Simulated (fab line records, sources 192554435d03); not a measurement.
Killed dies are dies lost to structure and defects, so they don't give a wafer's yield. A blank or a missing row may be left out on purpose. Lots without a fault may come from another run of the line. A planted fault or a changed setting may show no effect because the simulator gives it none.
Which tool did it? | flow n5_finfet | 9 lots, 27 wafers sampled, at 7 steps of a route of 1938

WHAT THE GAUGES READ, wafer by wafer
N5_BEOL_M2_INSPECT_59: inspects for defects (darkfield). Usual: raw_defect_count 78, standard deviation 26.
lot  | measured     | on                | raw_defect_count | flag
L872 | day 6 20:39  | defect_inspect-02 | 48 64 90         |
L874 | day 7 02:30  | defect_inspect-01 | 115 123 83       |
L873 | day 7 08:13  | defect_inspect-01 | 38 44 55         |
L875 | day 7 16:43  | defect_inspect-01 | 69 150 71        |
L876 | day 8 13:22  | defect_inspect-02 | 95 75 104        |
L877 | day 8 13:36  | defect_inspect-01 | 45 38 80         |
L888 | day 11 13:41 | defect_inspect-02 | 124 113 82       |
L890 | day 11 15:20 | defect_inspect-02 | 136 49 58        |
L895 | day 13 05:58 | defect_inspect-01 | 72 109 55        |

N5_BEOL_M3_CD_MEAS_11: target cd 17.05 nm. Usual: cd_nm 17.02 nm, standard deviation 0.24.
lot  | measured     | on        | cd_nm (nm)        | flag
L872 | day 6 21:16  | cd_sem-01 | 16.96 16.61 17.12 |
L874 | day 7 03:13  | cd_sem-01 | 17.21 17.03 17.02 |
L873 | day 7 11:31  | cd_sem-01 | 17.22 17.02 16.83 |
L875 | day 7 19:52  | cd_sem-03 | 18.89 17.97 18.40 | OFF
L876 | day 8 14:26  | cd_sem-01 | 16.96 16.97 16.53 |
L877 | day 8 14:36  | cd_sem-01 | 18.58 17.81 18.28 | OFF
L888 | day 11 14:52 | cd_sem-02 | 17.13 16.84 17.13 |
L890 | day 11 17:11 | cd_sem-01 | 16.77 16.93 17.04 |
L895 | day 13 07:17 | cd_sem-01 | 16.98 16.78 17.29 |

N5_BEOL_M3_CD_MEAS_18: pitch 36 nm, target cd 18 nm. Usual: cd_nm 17.96 nm, standard deviation 0.29.
lot  | measured     | on        | cd_nm (nm)        | flag
L872 | day 6 21:55  | cd_sem-01 | 18.19 17.92 17.78 |
L874 | day 7 03:49  | cd_sem-01 | 18.12 18.21 18.29 |
L873 | day 7 12:09  | cd_sem-03 | 17.89 17.69 17.57 |
L875 | day 7 21:13  | cd_sem-03 | 19.10 19.11 19.51 | OFF
L876 | day 8 15:00  | cd_sem-01 | 17.57 17.98 17.80 |
L877 | day 8 15:09  | cd_sem-01 | 19.17 19.39 19.13 | OFF
L888 | day 11 15:28 | cd_sem-01 | 18.21 17.74 18.23 |
L890 | day 11 17:53 | cd_sem-03 | 18.18 17.95 17.91 |
L895 | day 13 07:52 | cd_sem-01 | 17.92 18.02 17.72 |

N5_BEOL_M4_RC_MEAS_101. Usual: DIBL_N 36.2 mV/V, standard deviation 1.2; DIBL_P 36.3 mV/V, standard deviation 1.3; IOFF_N 0.155 nA/um, standard deviation 0.019; IOFF_P 0.210 nA/um, standard deviation 0.029; ION_N 677 uA/um, standard deviation 8.6; ION_P 465 uA/um, standard deviation 6.8; SS_N 71.4 mV/dec, standard deviation 0.48; SS_P 73.2 mV/dec, standard deviation 0.53; VT_N 249.9 mV, standard deviation 2.4; VT_P -250 mV, standard deviation 3.2.
lot  | measured     | on        | DIBL_N (mV/V)  | DIBL_P (mV/V)  | IOFF_N (nA/um)    | IOFF_P (nA/um)    | ION_N (uA/um) | ION_P (uA/um) | SS_N (mV/dec)  | SS_P (mV/dec)  | VT_N (mV)         | VT_P (mV)      | flag
L872 | day 7 14:26  | prober-02 | 36.5 36.3 37.5 | 36.8 36.4 37.9 | 0.157 0.153 0.178 | 0.199 0.198 0.220 | 672 673 685   | 464 459 469   | 71.7 71.1 71.9 | 72.9 73.6 72.6 | 250.5 251.6 249.3 | -252 -250 -250 |
L874 | day 7 20:34  | prober-02 | 35.9 35.5 35.7 | 36.3 36.4 36.2 | 0.161 0.155 0.155 | 0.233 0.227 0.229 | 680 690 681   | 471 476 472   | 71.5 70.4 70.8 | 73.6 72.9 73.7 | 247.7 246.8 246.7 | -247 -247 -248 |
L873 | day 8 08:42  | prober-01 | 35.3 36.7 34.3 | 36.5 38.1 35.1 | 0.138 0.162 0.116 | 0.190 0.215 0.163 | 682 675 674   | 470 464 460   | 70.8 72.0 70.3 | 73.2 73.5 72.9 | 250.0 250.2 257.5 | -251 -249 -254 |
L876 | day 9 07:53  | prober-02 | 35.7 37.4 37.0 | 36.0 38.4 37.4 | 0.144 0.182 0.166 | 0.215 0.245 0.222 | 671 678 666   | 463 469 464   | 71.6 70.9 71.0 | 73.4 74.0 73.7 | 251.6 246.6 249.5 | -249 -247 -248 |
L888 | day 12 16:52 | prober-01 | 34.9 35.5 35.7 | 35.2 36.2 36.4 | 0.129 0.147 0.152 | 0.162 0.182 0.187 | 666 669 672   | 449 455 453   | 71.6 71.6 72.4 | 72.5 73.1 73.1 | 256.9 251.4 251.7 | -258 -253 -254 |
L890 | day 12 18:44 | prober-02 | 36.5 35.7 36.0 | 37.6 36.6 37.3 | 0.155 0.142 0.145 | 0.216 0.194 0.219 | 672 676 676   | 464 464 463   | 70.9 71.5 71.8 | 73.4 73.3 73.5 | 250.2 251.9 251.1 | -248 -251 -248 |
L895 | day 14 10:47 | prober-02 | 35.4 36.9 37.4 | 33.4 35.5 36.0 | 0.128 0.159 0.164 | 0.159 0.188 0.199 | 657 673 674   | 451 459 458   | 70.9 71.7 71.9 | 72.4 72.8 73.6 | 252.2 250.4 249.7 | -254 -251 -252 |

WHICH TOOL RAN EACH LOT (tool, then ch and the chambers of the sampled wafers, then the start)
lot  | N5_BEOL_M2_ANNEAL_51             | N5_BEOL_M2_PRE_CLEAN_60          | N5_BEOL_M3_EXPOSE_08
L872 | rtp_anneal-02 ch 0, day 6 19:49  | cvd_co-01 ch 0,1,2, day 6 20:24  | euv_scanner-02 ch 0, day 6 21:08
L874 | rtp_anneal-02 ch 0, day 7 01:40  | cvd_co-01 ch 0,1,2, day 7 02:15  | euv_scanner-01 ch 0, day 7 03:05
L873 | rtp_anneal-02 ch 0, day 7 07:27  | cvd_co-02 ch 0,1,2, day 7 07:59  | euv_scanner-01 ch 0, day 7 11:25
L875 | rtp_anneal-01 ch 0, day 7 15:57  | cvd_co-02 ch 0,1,2, day 7 16:28  | euv_scanner-01 ch 0, day 7 19:46
L876 | rtp_anneal-01 ch 0, day 8 12:29  | cvd_co-01 ch 0,2, day 8 13:07    | euv_scanner-02 ch 0, day 8 14:19
L877 | rtp_anneal-02 ch 0, day 8 12:35  | cvd_co-01 ch 1,2, day 8 13:21    | euv_scanner-01 ch 0, day 8 14:29
L888 | rtp_anneal-02 ch 0, day 11 12:50 | cvd_co-02 ch 0,1,2, day 11 13:26 | euv_scanner-02 ch 0, day 11 14:44
L890 | rtp_anneal-01 ch 0, day 11 14:31 | cvd_co-01 ch 0,2, day 11 15:05   | euv_scanner-02 ch 0, day 11 17:04
L895 | rtp_anneal-01 ch 0, day 13 04:59 | cvd_co-01 ch 1,2, day 13 05:37   | euv_scanner-02 ch 0, day 13 07:10
- N5_BEOL_M2_ANNEAL_51: time 90 s.
- N5_BEOL_M2_PRE_CLEAN_60: time 15 s.
- N5_BEOL_M3_EXPOSE_08: exposes mask M3.

WHAT THE TOOLS THEMSELVES READ (means of the sampled wafers that have a number; where no wafer has one, the mark that the record gives instead)
N5_BEOL_M2_ANNEAL_51. Usual: wafer_temp_C_max 226.5, standard deviation 0.43.
lot  | tool          | wafer_temp_C_max | flag
L872 | rtp_anneal-02 | 227.1            |
L874 | rtp_anneal-02 | 226.6            |
L873 | rtp_anneal-02 | 226.5            |
L875 | rtp_anneal-01 | 226.2            |
L876 | rtp_anneal-01 | 225.7            |
L877 | rtp_anneal-02 | 226.8            |
L888 | rtp_anneal-02 | 226.5            |
L890 | rtp_anneal-01 | 226.2            |
L895 | rtp_anneal-01 | 226.1            |

N5_BEOL_M2_PRE_CLEAN_60. Usual: heater_power_w 87 W, standard deviation 16; rf_fwd_power_W 296.4 W, standard deviation 1.2.
lot  | tool      | heater_power_w (W) | rf_fwd_power_W (W) | flag
L872 | cvd_co-01 | 88                 | 296.2              |
L874 | cvd_co-01 | 90                 | 296.1              |
L873 | cvd_co-02 | 82                 | 297.1              |
L875 | cvd_co-02 | 85                 | 296.1              |
L876 | cvd_co-01 | 90                 | 295.8              |
L877 | cvd_co-01 | 75                 | 296.6              |
L888 | cvd_co-02 | 85                 | 296.1              |
L890 | cvd_co-01 | 105                | 294.8              |
L895 | cvd_co-01 | 75                 | 296.9              |

N5_BEOL_M3_EXPOSE_08. Usual: exposure_dose_mJ_cm2 32.93, standard deviation 0.037.
lot  | tool           | exposure_dose_mJ_cm2 | flag
L872 | euv_scanner-02 | 32.94                |
L874 | euv_scanner-01 | 32.95                |
L873 | euv_scanner-01 | 32.89                |
L875 | euv_scanner-01 | 35.12                | OFF
L876 | euv_scanner-02 | 32.98                |
L877 | euv_scanner-01 | 34.67                | OFF
L888 | euv_scanner-02 | 32.89                |
L890 | euv_scanner-02 | 32.92                |
L895 | euv_scanner-02 | 32.96                |

THE ANSWER, worked out from the rows above alone
Rule: a lot is off if the mean of its wafers that have a number lies more than 3 standard deviations from the usual mean. A lot without any number at a reading at which 4 lots or more have one is off too. The other lots that the step has rows for count as sound. The gauges are gone through in route order, then the tools' own readings, and for those a lot's mean is taken as printed above. The first step at which some lot is off is used, and at that step the reading that is off furthest; a lot without a number counts as furthest.
Off: L875, L877, at N5_BEOL_M3_CD_MEAS_11 (cd_nm).
A tool fits if, at a process step before that reading, it ran every lot that is off, and no sound lot after the first of them. The gauges at N5_BEOL_M3_CD_MEAS_11 aren't tried: what is off there is off at N5_BEOL_M3_EXPOSE_08 too, on other tools, and a gauge's error can't cause that. One fits: euv_scanner-01 at N5_BEOL_M3_EXPOSE_08. Its last sound lot is L873 (day 7 11:25), its first lot that is off L875 (day 7 19:46): a fault that began between those two fits.
The tool's own readings at N5_BEOL_M3_EXPOSE_08 bear it out: on the lots that are off they differ by more than 5 times the standard deviation of the sound lots' means. exposure_dose_mJ_cm2 reads 34.89 there against 32.93 on the sound lots.

WHAT THE SIMULATOR HAD PUT IN
Process parameter drift: euv_scanner-01, from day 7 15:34 on, at N5_BEOL_M3_EXPOSE_08. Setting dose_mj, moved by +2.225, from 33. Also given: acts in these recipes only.
Lots struck among those shown: L875, L877. The rule above found the same.
